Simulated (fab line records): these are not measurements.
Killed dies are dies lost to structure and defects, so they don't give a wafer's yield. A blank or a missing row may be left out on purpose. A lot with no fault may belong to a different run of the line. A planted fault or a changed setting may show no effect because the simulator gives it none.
Chamber matching    flow nandHarc    NHARC_A_CHANNEL_FILL_D2_STRIP_28 on rieDiel-11: 4 sister chambers
The step strips in O2, time 20 s. 8 wafers are shown with their chamber, then 7 later ones without.

## EACH WAFER AND ITS CHAMBER
wafer   chamber  showerheadPlenumPTorr (Torr)  drypumpMotorCurrentA (A)
L816.6  2        3.31                          5.90
L820.5  1        3.50                          5.96
L825.2  1        3.50                          5.98
L835.1  0        3.77                          5.40
L835.4  0        3.77                          5.41
L835.6  3        3.77                          6.29
L836.1  3        3.76                          6.35
L836.2  2        3.31                          5.85

## WAFERS WHOSE CHAMBER IS MISSING
wafer   showerheadPlenumPTorr (Torr)  drypumpMotorCurrentA (A)
L836.5  3.77                          5.38
L838.2  3.50                          6.00
L838.3  3.31                          5.93
L838.4  3.76                          6.33
L837.1  3.76                          6.31
L837.4  3.77                          5.40
L837.5  3.77                          5.40

## CHAMBER TAKEN BY EACH
wafer   from the rows above  in truth
L836.5  0                    0
L838.2  1                    1
L838.3  2                    2
L838.4  3                    3
L837.1  3                    3
L837.4  0                    0
L837.5  0                    0
Placed correctly: 7 of 7. Not placeable from these rows: 0. 0 placed wrongly.
How it was worked out, from the rows above alone: a wafer's distance from a chamber is the root of the sum, over the readings, of the square of ((its reading less the chamber's mean) divided by the reading's scatter). The wafer belongs to the nearest chamber; if the next one is less than 2 further off, it can't be placed. The mean given for a chamber averages the wafers shown for that chamber. The scatter: the root of (the sum of the squares of (reading less its chamber's mean) over the shown wafers, divided by (wafers less chambers)).
